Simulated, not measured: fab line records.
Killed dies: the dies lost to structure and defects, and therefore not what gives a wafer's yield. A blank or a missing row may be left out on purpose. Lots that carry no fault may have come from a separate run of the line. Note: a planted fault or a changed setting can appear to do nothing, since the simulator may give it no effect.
fab line records ; flow n5-finfet ; part 1 of 2: steps 1 to 4 of 6
[record] lots = 20; wafers = 60; last-day = 19
route steps=1938 shown FIN_CUT@172 STI_FIN_REVEAL@207 DUMMY_GATE@235 SD_EPI_N@289
lots untouched by any fault: they come from a run of this same line in which no faults occurred
start-h: hours from the record's first day to the start of the lot's first wafer shown ; wait-h: hours from the lot's prior step to this one ; " same as the row above ; L1.1+2: a row that stands for several wafers ; - value missing, or start not given ; * or withheld: withheld ; < > ~ a bound
route shown NAME@n: names a module that has steps shown in the file, with the first one's number in the route ; usual: average and standard deviation across the fault-free wafers ; same: alike in all rows ; chamber/n: place in a boat ; sites: each site's reading ; _std_site: the standard deviation of these ; _edge_site: inner sites' mean taken away from outer sites' mean ; radius-mm: how far each site lies from the wafer's centre ; mask NAME#n: copy n ; behind: tool/chamber where the wafer was last shaped ; hold: reason for holding the lot/hours on hold/outcome of the hold ; device: names the non-switching transistor (n, p or np) ; end of line: the route-end tests of the same wafers ; for a step that has no rows: nothing shown but its recipe ; killed: the dies lost at the first sort to structure and to defects; this is not the yield of the wafer ; map: shows each die of a wafer: x if killed, . if not, _ if none is there
set.NAME: the run value of the setting; set.NAME@STEP: its run value at that earlier step ; model.NAME: the simulator's own value behind a step, which no gauge read
a sample of lots followed through the steps of the route, with each step as a table and each wafer as a row
services: from which hour (start-h, from the record's first day; less than 0 if before it) a tool's chamber was out of use, for how many hours, and why
[[steps]]
[step N5_FIN_CUT_STRIP_24]
[recipe] chemistry = CF4; resist = SiARC; power-w = 300; bias-power-w = 75; pressure-mtorr = 50; cf4-flow-sccm = 150; rf-frequency-hz = 6e+07
[usual] bias-power-w = 75.01/0.23; drypump-motor-current-A = 5.75/0.29; oes-product-au = 0.77/0.063; power-w = 300.1/0.94; rf-fwd-power-W = 292.7/0.87; rf-vpp-V = 271.3/1.6; showerhead-plenum-p-Torr = 1.80/0.063; throttle-valve-pct = 13.59/0.23
lot.wafer;tool;chamber;start-h;wait-h;bias-power-w;drypump-motor-current-A;oes-product-au;power-w;rf-fwd-power-W;rf-hours-counter-h;rf-vpp-V;showerhead-plenum-p-Torr;throttle-valve-pct
L074.2;rie-diel-06;2;26.91;0.0;74.72;6.03;0.78;299.9;292.9;80;269.5;1.74;13.55
L074.3;rie-diel-06;0;26.91;0.0;75.01;5.90;0.78;301.4;291.8;103;273.0;1.88;13.53
L074.5;rie-diel-06;3;26.91;0.0;75.30;5.37;0.94;299.7;293.8;-;272.5;1.92;13.51
L075.3;rie-diel-06;0;33.56;0.0;75.21;5.89;0.78;298.7;293.3;106;272.4;1.88;13.53
L075.4;rie-diel-06;3;33.56;0.0;75.23;5.41;0.93;300.2;294.1;5;274.5;1.92;13.52
L075.6;rie-diel-06;0;33.56;0.0;74.90;5.90;0.78;299.4;294.1;-;274.0;1.88;13.50
L077.1;rie-diel-05;1;46.13;0.0;75.05;5.18;0.75;299.9;292.8;136;269.1;1.73;13.82
L077.2;rie-diel-05;3;46.13;0.0;74.60;5.75;0.87;299.4;292.2;46;269.1;1.77;13.16
L077.5;rie-diel-05;3;46.13;0.0;75.15;5.77;0.87;301.0;292.7;-;270.1;1.77;13.16
L078.2;rie-diel-06;0;51.41;0.0;75.18;5.88;0.78;300.6;293.7;111;271.3;1.88;13.52
L078.3;rie-diel-06;1;51.41;0.0;74.86;6.27;0.75;300.0;291.8;179;270.8;1.73;13.45
L078.6;rie-diel-06;1;51.41;0.0;74.82;6.25;0.75;299.5;292.6;-;268.9;1.73;13.45
L079.1;rie-diel-05;3;58.53;0.0;75.23;5.74;0.87;299.8;292.2;51;269.9;1.76;13.18
L079.2;rie-diel-05;2;58.53;0.0;75.17;5.65;0.72;300.7;292.6;200;271.8;1.79;13.96
L079.3;rie-diel-05;1;58.53;0.0;74.84;5.17;0.75;299.2;291.3;137;268.8;1.73;13.83
L080.1;rie-diel-06;3;63.56;0.0;75.02;5.42;0.90;301.5;293.2;14;274.8;1.92;13.56
L080.3;rie-diel-06;0;63.56;0.0;74.85;5.87;0.78;299.1;292.3;114;272.7;1.87;13.54
L080.4;rie-diel-06;1;63.56;0.0;74.79;6.26;0.75;298.6;291.3;183;268.9;1.73;13.44
L081.1;rie-diel-05;1;70.09;0.0;75.31;5.19;0.75;299.9;293.9;140;271.2;1.73;13.83
L081.2;rie-diel-05;3;70.09;0.0;74.66;5.74;0.86;300.3;293.1;53;270.5;1.76;13.19
L081.4;rie-diel-05;0;70.09;0.0;75.30;5.75;0.76;299.5;291.9;150;272.4;1.79;13.65
L082.1;rie-diel-05;0;75.73;0.0;75.39;5.75;0.75;302.0;293.0;152;272.4;1.79;13.66
L082.2;rie-diel-05;3;75.73;0.0;75.08;5.76;0.86;298.7;293.7;55;270.4;1.76;13.20
L082.5;rie-diel-05;2;75.73;0.0;74.84;5.64;0.71;299.3;292.2;-;270.2;1.78;13.98
L083.1;rie-diel-01;2;82.36;0.0;75.35;5.65;0.72;300.6;293.6;181;271.7;1.83;13.66
L083.2;rie-diel-01;1;82.36;0.0;75.11;6.10;0.87;300.0;291.9;38;271.6;1.80;13.33
L083.5;rie-diel-01;3;82.36;0.0;74.86;5.83;0.70;301.8;292.8;-;270.8;1.85;13.70
L084.2;rie-diel-05;0;88.84;0.0;74.84;5.78;0.75;301.3;293.2;156;271.0;1.79;13.68
L084.4;rie-diel-05;3;88.84;0.0;74.90;5.76;0.86;301.9;292.8;-;270.1;1.76;13.18
L084.6;rie-diel-05;1;88.84;0.0;75.02;5.19;0.74;300.5;291.1;-;268.3;1.73;13.83
L085.3;rie-diel-06;1;95.62;0.0;75.13;6.26;0.73;299.8;291.9;191;269.0;1.72;13.46
L085.5;rie-diel-06;3;95.62;0.0;75.19;5.42;0.88;299.1;293.4;-;272.0;1.92;13.55
L085.6;rie-diel-06;0;95.62;0.0;74.89;5.87;0.76;301.5;292.5;-;271.7;1.87;13.56
L086.1;rie-diel-05;3;100.78;0.0;75.29;5.76;0.85;299.2;294.7;62;270.0;1.76;13.21
L086.2;rie-diel-05;1;100.78;0.0;75.17;5.16;0.74;300.4;291.9;149;270.4;1.73;13.86
L086.4;rie-diel-05;2;100.78;0.0;74.89;5.64;0.72;299.9;293.7;209;270.0;1.78;13.99
L087.4;rie-diel-01;2;105.68;0.0;74.65;5.65;0.72;300.1;291.3;187;272.5;1.83;13.68
L087.5;rie-diel-01;2;105.68;0.0;75.28;5.67;0.72;300.1;293.4;-;271.8;1.83;13.68
L087.6;rie-diel-01;3;105.68;0.0;75.06;5.84;0.69;300.0;292.6;-;272.0;1.85;13.71
L088.1;rie-diel-01;1;112.08;0.0;74.90;6.11;0.85;301.5;292.6;46;273.0;1.80;13.35
L088.2;rie-diel-01;0;112.08;0.0;74.98;5.66;0.85;299.1;291.6;44;270.4;1.75;13.06
L088.4;rie-diel-01;3;112.08;0.0;75.30;5.82;0.69;299.4;291.1;245;272.3;1.85;13.73
L091.1;rie-diel-05;2;129.99;0.0;75.48;5.64;0.71;298.7;291.4;218;271.6;1.78;13.99
L091.3;rie-diel-05;3;129.99;0.0;75.25;5.76;0.84;299.0;291.8;71;272.1;1.76;13.23
L091.6;rie-diel-05;0;129.99;0.0;75.09;5.79;0.75;299.5;292.4;-;270.6;1.78;13.69
L093.1;rie-diel-06;1;143.38;0.0;74.70;6.27;0.73;298.5;292.4;200;268.8;1.72;13.49
L093.3;rie-diel-06;0;143.38;0.0;75.00;5.90;0.76;300.5;292.7;137;274.2;1.87;13.59
L093.5;rie-diel-06;0;143.38;0.0;74.82;5.87;0.76;300.6;291.8;-;272.3;1.87;13.60
L094.1;rie-diel-06;3;148.03;0.0;74.96;5.41;0.86;300.4;293.4;38;273.5;1.91;13.59
L094.2;rie-diel-06;2;148.03;0.0;75.12;6.02;0.75;299.3;291.2;114;269.4;1.73;13.61
L094.5;rie-diel-06;3;148.03;0.0;75.13;5.43;0.85;301.6;293.9;-;273.0;1.91;13.60
L095.1;rie-diel-06;1;153.62;0.0;75.32;6.26;0.72;299.6;293.5;203;271.1;1.72;13.49
L095.5;rie-diel-06;2;153.62;0.0;74.87;6.00;0.75;302.5;293.8;-;270.2;1.74;13.62
L095.6;rie-diel-06;3;153.62;0.0;75.27;5.41;0.84;299.9;291.5;-;272.9;1.91;13.61
L096.3;rie-diel-06;2;160.50;0.0;75.31;6.02;0.75;299.3;291.7;118;269.7;1.73;13.61
L096.5;rie-diel-06;1;160.50;0.0;75.18;6.26;0.73;300.0;292.2;-;268.3;1.72;13.49
L096.6;rie-diel-06;0;160.50;0.0;75.03;5.88;0.74;300.0;293.1;-;272.4;1.87;13.61
L097.1;rie-diel-05;2;166.92;0.0;75.20;5.66;0.70;301.2;293.4;230;270.8;1.78;14.03
L097.3;rie-diel-05;0;166.92;0.0;74.79;5.81;0.74;301.3;294.3;181;270.2;1.78;13.72
L097.5;rie-diel-05;1;166.92;0.0;75.06;5.21;0.72;300.2;292.0;-;268.6;1.73;13.91
[step N5_STI_FIN_REVEAL_CD_MEAS_22]
[recipe] target-cd-nm = 6.238; pitch-nm = 28; polarity = line
[usual] cd-nm = 6.19/0.28
lot.wafer;tool;chamber;start-h;wait-h;cd-nm
L074.2;cd-sem-03;-;36.84;0.0;6.24
L074.3;cd-sem-03;-;36.84;0.0;6.15
L074.5;cd-sem-03;-;36.84;0.0;6.16
L075.3;cd-sem-01;-;42.98;0.0;6.23
L075.4;cd-sem-01;-;42.98;0.0;5.86
L075.6;cd-sem-01;-;42.98;0.0;6.45
L077.1;cd-sem-01;-;55.93;0.0;6.22
L077.2;cd-sem-01;-;55.93;0.0;6.52
L077.5;cd-sem-01;-;55.93;0.0;6.07
L078.2;cd-sem-03;-;60.64;0.0;6.05
L078.3;cd-sem-03;-;60.64;0.0;6.11
L078.6;cd-sem-03;-;60.64;0.0;6.61
L079.1;cd-sem-02;-;67.73;0.0;5.46
L079.2;cd-sem-02;-;67.73;0.0;6.36
L079.3;cd-sem-02;-;67.73;0.0;5.80
L080.1;cd-sem-03;-;73.02;0.0;6.47
L080.3;cd-sem-03;-;73.02;0.0;6.28
L080.4;cd-sem-03;-;73.02;0.0;6.74
L081.1;cd-sem-03;-;79.22;0.0;5.85
L081.2;cd-sem-03;-;79.22;0.0;6.31
L081.4;cd-sem-03;-;79.22;0.0;6.22
L082.1;cd-sem-02;-;84.91;0.0;6.09
L082.2;cd-sem-02;-;84.91;0.0;6.52
L082.5;cd-sem-02;-;84.91;0.0;6.03
L083.1;cd-sem-03;-;93.25;0.0;6.35
L083.2;cd-sem-03;-;93.25;0.0;6.24
L083.5;cd-sem-03;-;93.25;0.0;5.82
L084.2;cd-sem-03;-;98.83;0.0;6.16
L084.4;cd-sem-03;-;98.83;0.0;5.80
L084.6;cd-sem-03;-;98.83;0.0;6.25
L085.3;cd-sem-02;-;105.43;0.0;6.31
L085.5;cd-sem-02;-;105.43;0.0;6.13
L085.6;cd-sem-02;-;105.43;0.0;6.30
L086.1;cd-sem-02;-;110.12;0.0;5.86
L086.2;cd-sem-02;-;110.12;0.0;6.16
L086.4;cd-sem-02;-;110.12;0.0;6.02
L087.4;cd-sem-01;-;115.02;0.0;5.85
L087.5;cd-sem-01;-;115.02;0.0;6.31
L087.6;cd-sem-01;-;115.02;0.0;6.06
L088.1;cd-sem-03;-;121.87;0.0;6.28
L088.2;cd-sem-03;-;121.87;0.0;6.22
L088.4;cd-sem-03;-;121.87;0.0;6.75
L091.1;cd-sem-01;-;139.26;0.0;6.42
L091.3;cd-sem-01;-;139.26;0.0;5.84
L091.6;cd-sem-01;-;139.26;0.0;6.11
L093.1;cd-sem-01;-;153.69;0.0;6.99
L093.3;cd-sem-01;-;153.69;0.0;6.28
L093.5;cd-sem-01;-;153.69;0.0;6.23
L094.1;cd-sem-01;-;157.47;0.0;5.88
L094.2;cd-sem-01;-;157.47;0.0;6.05
L094.5;cd-sem-01;-;157.47;0.0;5.83
L095.1;cd-sem-02;-;163.75;0.0;5.95
L095.5;cd-sem-02;-;163.75;0.0;6.10
L095.6;cd-sem-02;-;163.75;0.0;5.96
L096.3;cd-sem-02;-;170.64;0.0;6.08
L096.5;cd-sem-02;-;170.64;0.0;5.87
L096.6;cd-sem-02;-;170.64;0.0;6.53
L097.1;cd-sem-01;-;176.78;0.0;6.14
L097.3;cd-sem-01;-;176.78;0.0;6.11
L097.5;cd-sem-01;-;176.78;0.0;5.48
[step N5_DUMMY_GATE_ETCH_29]
[recipe] chemistry = N2/H2; target = underlayer; target-depth-a = 130; ion-energy-ev = 200; pressure-mtorr = 30; source-w = 840; bias-w = 150; n2-flow-sccm = 200; h2-flow-sccm = 200
[usual] drypump-motor-current-A = 5.81/0.29; oes-product-au = 0.79/0.066; rf-fwd-power-W = 832/3.4; rf-vpp-V = 524.0/2.9; showerhead-plenum-p-Torr = 2.55/0.095; throttle-valve-pct = 17.85/0.26
lot.wafer;tool;chamber;start-h;wait-h;drypump-motor-current-A;oes-product-au;rf-fwd-power-W;rf-hours-counter-h;rf-vpp-V;showerhead-plenum-p-Torr;throttle-valve-pct
L074.2;rie-diel-06;1;45.87;0.0;6.26;0.76;835;178;521.2;2.44;17.67
L074.3;rie-diel-06;2;45.87;0.0;6.01;0.78;838;87;520.9;2.49;18.15
L074.5;rie-diel-06;3;45.87;0.0;5.39;0.91;833;-;527.7;2.71;17.78
L075.3;rie-diel-06;1;53.76;0.0;6.28;0.77;835;180;519.3;2.44;17.68
L075.4;rie-diel-06;2;53.76;0.0;6.03;0.78;837;89;521.3;2.49;18.17
L075.6;rie-diel-06;3;53.76;0.0;5.43;0.90;831;-;527.9;2.71;17.78
L077.1;rie-diel-06;0;73.50;0.0;5.91;0.77;831;117;527.8;2.65;17.93
L077.2;rie-diel-06;3;73.50;0.0;5.42;0.87;835;17;529.2;2.71;17.80
L077.5;rie-diel-06;2;73.50;0.0;6.01;0.77;837;-;521.1;2.48;18.18
L078.2;rie-diel-05;3;77.41;0.0;5.76;0.89;832;56;522.7;2.48;17.49
L078.3;rie-diel-05;2;77.41;0.0;5.65;0.69;828;206;522.6;2.52;18.21
L078.6;rie-diel-05;1;77.41;0.0;5.19;0.76;828;-;520.4;2.42;17.91
L079.1;rie-diel-06;0;81.31;0.0;5.91;0.78;829;120;526.6;2.65;17.92
L079.2;rie-diel-06;2;81.31;0.0;6.04;0.77;832;97;521.2;2.48;18.19
L079.3;rie-diel-06;1;81.31;0.0;6.23;0.76;834;188;520.9;2.43;17.66
L080.1;rie-diel-05;3;84.14;0.0;5.77;0.89;834;57;521.0;2.48;17.50
L080.3;rie-diel-05;1;84.14;0.0;5.23;0.74;830;143;520.3;2.42;17.92
L080.4;rie-diel-05;0;84.14;0.0;5.81;0.73;828;154;524.3;2.53;17.82
L081.1;rie-diel-01;1;89.22;0.0;6.13;0.87;832;40;524.5;2.60;17.95
L081.2;rie-diel-01;3;89.22;0.0;5.85;0.71;832;238;528.0;2.58;17.62
L081.4;rie-diel-01;2;89.22;0.0;5.67;0.73;829;183;528.0;2.65;18.14
L082.1;rie-diel-06;0;93.83;0.0;5.89;0.76;828;123;527.1;2.65;17.93
L082.2;rie-diel-06;2;93.83;0.0;6.01;0.77;835;99;522.0;2.48;18.21
L082.5;rie-diel-06;0;93.83;0.0;5.92;0.77;828;-;526.8;2.65;17.95
L083.1;rie-diel-05;1;102.52;0.0;5.22;0.75;832;149;521.0;2.42;17.91
L083.2;rie-diel-05;0;102.52;0.0;5.80;0.73;830;161;524.1;2.52;17.83
L083.5;rie-diel-05;0;102.52;0.0;5.79;0.74;827;-;523.1;2.52;17.83
L084.2;rie-diel-06;3;107.65;0.0;5.41;0.85;833;28;529.5;2.71;17.83
L084.4;rie-diel-06;1;107.65;0.0;6.28;0.75;836;192;520.3;2.43;17.69
L084.6;rie-diel-06;3;107.65;0.0;5.43;0.85;834;-;528.6;2.70;17.82
L085.3;rie-diel-06;0;114.42;0.0;5.91;0.76;829;129;527.7;2.65;17.96
L085.5;rie-diel-06;3;114.42;0.0;5.40;0.85;842;-;529.2;2.70;17.85
L085.6;rie-diel-06;0;114.42;0.0;5.94;0.77;830;-;526.3;2.65;17.95
L086.1;rie-diel-06;3;120.86;0.0;5.41;0.85;835;32;528.6;2.70;17.83
L086.2;rie-diel-06;1;120.86;0.0;6.29;0.75;832;195;519.9;2.43;17.70
L086.4;rie-diel-06;2;120.86;0.0;6.01;0.75;829;108;520.4;2.48;18.20
L087.4;rie-diel-01;0;125.26;0.0;5.66;0.85;832;47;523.0;2.48;17.36
L087.5;rie-diel-01;1;125.26;0.0;6.09;0.86;835;-;525.9;2.60;17.95
L087.6;rie-diel-01;0;125.26;0.0;5.66;0.85;834;-;522.5;2.48;17.36
L088.1;rie-diel-06;3;130.78;0.0;5.41;0.86;839;34;528.2;2.70;17.83
L088.2;rie-diel-06;2;130.78;0.0;6.02;0.76;835;110;521.6;2.48;18.20
L088.4;rie-diel-06;0;130.78;0.0;5.90;0.76;827;134;525.4;2.64;17.96
L091.1;rie-diel-05;1;148.96;0.0;5.18;0.74;825;162;520.8;2.41;17.94
L091.3;rie-diel-05;0;148.96;0.0;5.79;0.73;828;175;524.0;2.52;17.85
L091.6;rie-diel-05;0;148.96;0.0;5.79;0.74;831;-;524.5;2.52;17.86
L093.1;rie-diel-01;2;164.09;0.0;5.68;0.72;833;202;525.9;2.64;18.19
L093.3;rie-diel-01;0;164.09;0.0;5.65;0.83;832;62;523.7;2.47;17.38
L093.5;rie-diel-01;0;164.09;0.0;5.67;0.84;830;-;522.8;2.47;17.38
L094.1;rie-diel-01;1;167.09;0.0;6.12;0.83;834;65;524.2;2.59;17.98
L094.2;rie-diel-01;2;167.09;0.0;5.66;0.72;833;203;526.3;2.64;18.21
L094.5;rie-diel-01;0;167.09;0.0;5.65;0.84;828;-;523.1;2.47;17.39
L095.1;rie-diel-01;2;172.56;0.0;5.65;0.72;835;204;526.2;2.64;18.20
L095.5;rie-diel-01;0;172.56;0.0;5.68;0.83;834;-;521.2;2.47;17.39
L095.6;rie-diel-01;1;172.56;0.0;6.13;0.84;833;-;523.9;2.59;17.99
L096.3;rie-diel-05;3;181.37;0.0;5.77;0.85;834;83;522.5;2.47;17.54
L096.5;rie-diel-05;1;181.37;0.0;5.18;0.72;830;-;520.1;2.41;17.94
L096.6;rie-diel-05;0;181.37;0.0;5.76;0.72;830;-;523.8;2.51;17.87
L097.1;rie-diel-01;0;187.73;0.0;5.67;0.83;831;67;522.3;2.47;17.40
L097.3;rie-diel-01;3;187.73;0.0;5.87;0.99;830;3;525.5;2.57;17.27
L097.5;rie-diel-01;3;187.73;0.0;5.86;0.99;828;-;525.3;2.57;17.26
[step N5_DUMMY_GATE_ETCH_36]
[recipe] chemistry = CF4; target = SiARC; target-depth-a = 130; pressure-mtorr = 40; source-w = 545; bias-w = 36; Ar_flow_sccm = 100; cf4-flow-sccm = 100; ion-energy-ev = 80
[usual] drypump-motor-current-A = 5.80/0.29; mfc-ar-sccm = 100.01/0.29; oes-product-au = 0.79/0.065; rf-fwd-power-W = 539.5/2.1; rf-vpp-V = 184.0/1.4; showerhead-plenum-p-Torr = 2.15/0.081; throttle-valve-pct = 15.56/0.22
lot.wafer;tool;chamber;start-h;wait-h;drypump-motor-current-A;mfc-ar-sccm;oes-product-au;rf-fwd-power-W;rf-hours-counter-h;rf-vpp-V;showerhead-plenum-p-Torr;throttle-valve-pct
L074.2;rie-diel-06;1;45.91;0.0;6.24;99.90;0.76;541.2;178;183.0;2.05;15.43
L074.3;rie-diel-06;2;45.91;0.0;6.01;100.14;0.77;538.9;87;182.9;2.07;15.55
L074.5;rie-diel-06;3;45.91;0.0;5.41;100.40;0.90;540.2;-;185.5;2.29;15.60
L075.3;rie-diel-06;1;53.80;0.0;6.26;99.96;0.76;541.0;180;183.0;2.05;15.43
L075.4;rie-diel-06;2;53.80;0.0;6.03;99.79;0.78;542.0;89;181.6;2.07;15.57
L075.6;rie-diel-06;3;53.80;0.0;5.39;100.66;0.89;542.8;-;184.7;2.29;15.60
L077.1;rie-diel-06;0;73.54;0.0;5.90;99.78;0.77;536.6;117;185.7;2.25;15.63
L077.2;rie-diel-06;3;73.54;0.0;5.41;99.92;0.87;541.9;17;185.8;2.29;15.61
L077.5;rie-diel-06;2;73.54;0.0;6.01;100.07;0.77;542.9;-;184.0;2.07;15.57
L078.2;rie-diel-05;3;77.45;0.0;5.74;100.31;0.90;540.0;56;183.5;2.10;15.21
L078.3;rie-diel-05;2;77.45;0.0;5.62;100.05;0.70;537.8;206;183.5;2.12;15.97
L078.6;rie-diel-05;1;77.45;0.0;5.22;99.84;0.76;542.5;-;184.2;2.06;15.86
L079.1;rie-diel-06;0;81.35;0.0;5.88;99.50;0.77;540.5;120;185.4;2.25;15.63
L079.2;rie-diel-06;2;81.35;0.0;6.03;99.60;0.77;536.6;97;182.1;2.07;15.58
L079.3;rie-diel-06;1;81.35;0.0;6.23;99.62;0.76;540.1;188;181.9;2.05;15.44
L080.1;rie-diel-05;3;84.18;0.0;5.75;100.18;0.90;537.1;57;184.0;2.10;15.22
L080.3;rie-diel-05;1;84.18;0.0;5.18;99.74;0.75;537.3;143;183.8;2.06;15.85
L080.4;rie-diel-05;0;84.18;0.0;5.81;99.80;0.74;541.0;154;184.4;2.13;15.66
L081.1;rie-diel-01;1;89.26;0.0;6.07;100.13;0.87;540.6;40;185.7;2.17;15.46
L081.2;rie-diel-01;3;89.26;0.0;5.86;100.00;0.70;537.7;238;185.1;2.21;15.70
L081.4;rie-diel-01;2;89.26;0.0;5.66;99.94;0.73;540.6;183;186.0;2.20;15.73
L082.1;rie-diel-06;0;93.87;0.0;5.88;99.85;0.77;537.7;123;184.0;2.25;15.63
L082.2;rie-diel-06;2;93.87;0.0;6.00;100.14;0.78;536.8;99;183.0;2.07;15.59
L082.5;rie-diel-06;0;93.87;0.0;5.89;99.94;0.77;539.0;-;184.0;2.25;15.64
L083.1;rie-diel-05;1;102.56;0.0;5.17;100.14;0.75;541.2;149;182.2;2.06;15.86
L083.2;rie-diel-05;0;102.56;0.0;5.80;100.40;0.74;538.5;161;184.6;2.13;15.69
L083.5;rie-diel-05;0;102.56;0.0;5.79;100.13;0.74;541.6;-;185.0;2.13;15.67
L084.2;rie-diel-06;3;107.69;0.0;5.42;100.18;0.86;538.1;28;186.1;2.28;15.64
L084.4;rie-diel-06;1;107.69;0.0;6.24;99.62;0.77;541.6;192;183.2;2.05;15.45
L084.6;rie-diel-06;3;107.69;0.0;5.41;99.89;0.86;541.1;-;184.7;2.28;15.65
L085.3;rie-diel-06;0;114.46;0.0;5.86;100.30;0.75;536.7;129;184.9;2.24;15.64
L085.5;rie-diel-06;3;114.46;0.0;5.39;100.38;0.86;541.5;-;185.4;2.28;15.63
L085.6;rie-diel-06;0;114.46;0.0;5.89;100.48;0.76;539.4;-;186.4;2.24;15.65
L086.1;rie-diel-06;3;120.90;0.0;5.41;100.04;0.85;539.6;32;185.2;2.28;15.66
L086.2;rie-diel-06;1;120.90;0.0;6.30;99.64;0.76;540.9;195;182.1;2.05;15.46
L086.4;rie-diel-06;2;120.90;0.0;6.03;99.69;0.76;539.2;108;182.5;2.06;15.58
L087.4;rie-diel-01;0;125.30;0.0;5.67;100.04;0.85;537.1;47;182.5;2.09;15.10
L087.5;rie-diel-01;1;125.30;0.0;6.14;100.49;0.85;539.3;-;183.5;2.17;15.49
L087.6;rie-diel-01;0;125.30;0.0;5.67;99.43;0.85;539.2;-;182.7;2.09;15.12
L088.1;rie-diel-06;3;130.82;0.0;5.41;99.53;0.85;540.9;34;186.4;2.28;15.65
L088.2;rie-diel-06;2;130.82;0.0;6.03;99.87;0.76;542.7;110;182.6;2.06;15.59
L088.4;rie-diel-06;0;130.82;0.0;5.91;99.55;0.76;535.8;134;186.2;2.24;15.67
L091.1;rie-diel-05;1;149.00;0.0;5.16;100.03;0.73;537.0;162;182.7;2.05;15.90
L091.3;rie-diel-05;0;149.00;0.0;5.79;100.12;0.74;536.6;175;184.2;2.12;15.72
L091.6;rie-diel-05;0;149.00;0.0;5.79;100.14;0.74;536.7;-;184.5;2.12;15.71
L093.1;rie-diel-01;2;164.13;0.0;5.66;100.13;0.72;541.6;202;186.4;2.19;15.75
L093.3;rie-diel-01;0;164.13;0.0;5.65;100.19;0.85;539.7;62;184.9;2.09;15.15
L093.5;rie-diel-01;0;164.13;0.0;5.66;99.91;0.84;541.6;-;183.8;2.09;15.14
L094.1;rie-diel-01;1;167.13;0.0;6.11;100.44;0.84;539.0;65;183.6;2.16;15.52
L094.2;rie-diel-01;2;167.13;0.0;5.65;99.90;0.73;539.0;203;186.0;2.19;15.78
L094.5;rie-diel-01;0;167.13;0.0;5.67;99.93;0.84;538.4;-;183.9;2.09;15.15
L095.1;rie-diel-01;2;172.60;0.0;5.67;100.41;0.73;540.6;204;183.8;2.19;15.77
L095.5;rie-diel-01;0;172.60;0.0;5.69;99.67;0.84;539.6;-;182.5;2.09;15.16
L095.6;rie-diel-01;1;172.60;0.0;6.07;100.71;0.84;539.6;-;185.1;2.16;15.51
L096.3;rie-diel-05;3;181.41;0.0;5.74;99.78;0.86;540.5;83;181.7;2.09;15.27
L096.5;rie-diel-05;1;181.41;0.0;5.17;100.08;0.73;540.2;-;183.0;2.05;15.91
L096.6;rie-diel-05;0;181.41;0.0;5.74;100.16;0.73;538.3;-;183.6;2.12;15.72
L097.1;rie-diel-01;0;187.77;0.0;5.68;100.24;0.83;540.0;67;183.3;2.09;15.16
L097.3;rie-diel-01;3;187.77;0.0;5.85;99.93;0.98;537.8;3;184.0;2.20;15.26
L097.5;rie-diel-01;3;187.77;0.0;5.84;99.82;0.99;537.2;-;184.0;2.20;15.24
